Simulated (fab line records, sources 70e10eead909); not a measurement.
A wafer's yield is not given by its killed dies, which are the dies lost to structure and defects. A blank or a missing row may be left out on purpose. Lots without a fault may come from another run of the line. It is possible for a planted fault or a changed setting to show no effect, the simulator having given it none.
Problem report, 8D (eight disciplines) form, completed by code + flow nand harc + the parts of the form that need people (team, actions taken, sign-off) are left out

1. WHAT WENT WRONG
At NHARC_A_DECK1_JOINT_THK_MEAS_17, thk nm averages 57.6 nm over 6 wafers from 2 lots, while fault-free wafers read 44.8 nm, standard deviation 1.3. That is +9.9 standard deviations from the usual mean.
The step: measures by ellipsometry.
First seen on wafer L419.4, day 19 06:34, on film metro-02. The record holds 39 wafers of 13 lots with a number at this step. The rule behind "out" and "out of limits": a value lying over 4 standard deviations away from the usual mean. The rest of the wafers with a number are treated as sound.

2. WHAT IT IS AND WHAT IT IS NOT
| question                    | is                     | is not                                                                          |
|-----------------------------|------------------------|---------------------------------------------------------------------------------|
| which readings at this step | thk nm                 | -                                                                               |
| which lots                  | L419, L422             | L405, L406, L407, L408, L409, L410, L412, L416, L424, L427, L428                |
| which wafers of those lots  | all that have a number | -                                                                               |
| read on which gauges        | film metro-02          | film metro-01                                                                   |
| when                        | from day 19 06:34      | up to then (24 sound wafers); but 9 sound wafers of L424, L427, L428 came after |

3. SUSPECTS, AND WHAT RULES EACH OUT
Counting: any tool at a process step up to the reading is kept as a suspect provided that every lot that is out went through it and no sound lot did after the first of them.
- the gauge at NHARC_A_DECK1_JOINT_THK_MEAS_17: kept. All the wafers that are out were read on film metro-02, and no step on other tools shows them out.
- pecvd-01 at NHARC_A_DECK1_JOINT_DEP_16 (deposits SiO2, target thk 45 nm): kept. It ran every lot that is out, first L419 (day 19 06:22), and no sound lot after that; its last sound lot up to then is L412 (day 15 19:13).
After counting, pecvd-01 at NHARC_A_DECK1_JOINT_DEP_16 and film metro-02 at NHARC_A_DECK1_JOINT_THK_MEAS_17 remain.

4. THE CAUSE (what the simulator had put in)
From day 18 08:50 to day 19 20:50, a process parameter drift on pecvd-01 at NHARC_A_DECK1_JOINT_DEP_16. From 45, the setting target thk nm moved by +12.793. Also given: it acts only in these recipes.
Counting leaves 2 suspects; this tool is one of them.

5. THE EFFECT CHAIN, in route order
One row per reading whose mean, taken over the struck wafers that have a number, lies over 3 standard deviations from the usual. Scope: only readings with a usual standard deviation given in the record; hours: median across lots of the time from each lot's start at the first step in this table that gives one to its start at this step; sigmas: change in usual standard deviations.
| hours | step                            | reading | usual   | on struck wafers | change | sigmas |
|-------|---------------------------------|---------|---------|------------------|--------|--------|
| 0     | NHARC_A_DECK1_JOINT_THK_MEAS_17 | thk nm  | 44.8 nm | 57.6             | +12.8  | +9.9   |
Later steps that measure or inspect, where all struck wafers having a row at the step show a number for every such reading and not one has moved that far: NHARC_A_DECK1_JOINT_INSPECT_05.

6. WHAT WOULD HAVE CAUGHT IT SOONER
The first out-of-limits reading at a measuring or inspecting step in this record came at day 19 06:34, 22 hours after the fault's start at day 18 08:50.
Tool readings at NHARC_A_DECK1_JOINT_DEP_16 with a usual standard deviation given in the record: none out on any struck wafer, hence no alarm at a limit of 4 standard deviations on them.
L422, from the lots that are out (2), started NHARC_A_DECK1_JOINT_DEP_16 on pecvd-01 later than day 19 06:34. Had the tool been put on hold then, it would have been spared.
